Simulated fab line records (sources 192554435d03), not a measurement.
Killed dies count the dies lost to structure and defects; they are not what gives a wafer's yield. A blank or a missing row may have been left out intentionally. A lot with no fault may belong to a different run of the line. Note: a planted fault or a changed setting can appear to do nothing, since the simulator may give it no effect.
The tool behind it: which one? / flow n5Finfet / 36 wafers sampled from 12 lots at 1 step of a route of 1938

WHAT THE GAUGES READ, wafer by wafer
N5_WELL_APT_INSPECT_27: inspects for defects (macro).
lot=L075; measured=day 1 20:59; on=defectInspect-01; rawDefectCount=1 1 6
lot=L077; measured=day 2 09:21; on=defectInspect-02; rawDefectCount=4 3 0
lot=L079; measured=day 2 21:31; on=defectInspect-02; rawDefectCount=3 3 0
lot=L081; measured=day 3 08:44; on=defectInspect-01; rawDefectCount=1 2 4
lot=L083; measured=day 3 20:53; on=defectInspect-01; rawDefectCount=1 1 1
lot=L085; measured=day 4 08:55; on=defectInspect-02; rawDefectCount=3 5 0
lot=L087; measured=day 4 21:10; on=defectInspect-01; rawDefectCount=7 2 4
lot=L089; measured=day 5 09:41; on=defectInspect-01; rawDefectCount=1 1 3
lot=L091; measured=day 5 21:26; on=defectInspect-01; rawDefectCount=2 1 2
lot=L093; measured=day 6 09:38; on=defectInspect-02; rawDefectCount=0 2 4
lot=L095; measured=day 6 22:44; on=defectInspect-02; rawDefectCount=2 1 0
lot=L097; measured=day 7 08:47; on=defectInspect-02; rawDefectCount=2 3 3

EACH LOT AND THE TOOL THAT RAN IT (in order: tool; ch and the chambers of the sampled wafers; start)
The record holds no process step before these readings.

THE ANSWER, worked out from the rows above alone
Rule: usual is defined by the lots themselves. The widest of any qualifying gaps counts: lots, ordered by their means at a reading, are off when they make up no more than a third of the lots, leave a main group of 4 or more, and stand apart from it by 3 or more times the standard deviation of that group's means. Not used: any main group whose means are identical at the precision the tables above print for the reading. Also off: a lot with no number at a reading for which 4 or more lots have one. Any other lot the step has rows for is counted as sound.
No lot is off at any reading shown: from this, nothing can be told.

WHAT THE SIMULATOR HAD PUT IN
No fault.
